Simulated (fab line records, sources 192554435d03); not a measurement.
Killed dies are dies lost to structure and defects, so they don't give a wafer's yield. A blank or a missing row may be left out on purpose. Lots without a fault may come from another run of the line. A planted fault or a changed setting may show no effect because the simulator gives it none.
Which tool did it? | flow n5_finfet | 6 lots, 17 wafers sampled, at 2 steps of a route of 1938

WHAT THE GAUGES READ, wafer by wafer
N5_BEOL_M10_RS_MEAS_57: measures by four-point-probe.
lot  | measured     | on            | M10_RS (ohm/sq)
L312 | day 11 14:06 | film_metro-02 | 0.157 0.148 0.153
L315 | day 12 07:33 | film_metro-02 | 0.151 0.153 0.154
L320 | day 13 15:50 | film_metro-02 | 0.157 0.153 0.157
L321 | day 14 01:17 | film_metro-02 | 0.154 0.153 0.152
L327 | day 15 17:26 | film_metro-01 | 0.152 0.146
L331 | day 16 04:53 | film_metro-02 | 0.150 0.154 0.146

WHICH TOOL RAN EACH LOT (tool, then ch and the chambers of the sampled wafers, then the start)
lot  | N5_BEOL_M10_SPUTTER_48
L312 | pvd_sputter-02, day 11 13:05
L315 | pvd_sputter-02, day 12 06:35
L320 | pvd_sputter-03, day 13 14:41
L321 | pvd_sputter-02, day 13 23:50
L327 | pvd_sputter-02, day 15 16:07
L331 | pvd_sputter-02, day 16 03:55
- N5_BEOL_M10_SPUTTER_48: material Cu, target thk 12 nm, time 2 s.

THE ANSWER, worked out from the rows above alone
Rule: what is usual is taken from the lots themselves. Put in order of their means at a reading, lots are off if they are a third of the lots or fewer, leave a main group of 4 or more, and stand apart from it by a gap of 3 or more times the standard deviation of the main group's means; of several such gaps the widest counts. A main group whose means are all the same, to the digits that the tables above print for the reading, isn't used. A lot without any number at a reading at which 4 lots or more have one is off too. The other lots that the step has rows for count as sound.
No lot is off at any reading shown: from this, nothing can be told.

WHAT THE SIMULATOR HAD PUT IN
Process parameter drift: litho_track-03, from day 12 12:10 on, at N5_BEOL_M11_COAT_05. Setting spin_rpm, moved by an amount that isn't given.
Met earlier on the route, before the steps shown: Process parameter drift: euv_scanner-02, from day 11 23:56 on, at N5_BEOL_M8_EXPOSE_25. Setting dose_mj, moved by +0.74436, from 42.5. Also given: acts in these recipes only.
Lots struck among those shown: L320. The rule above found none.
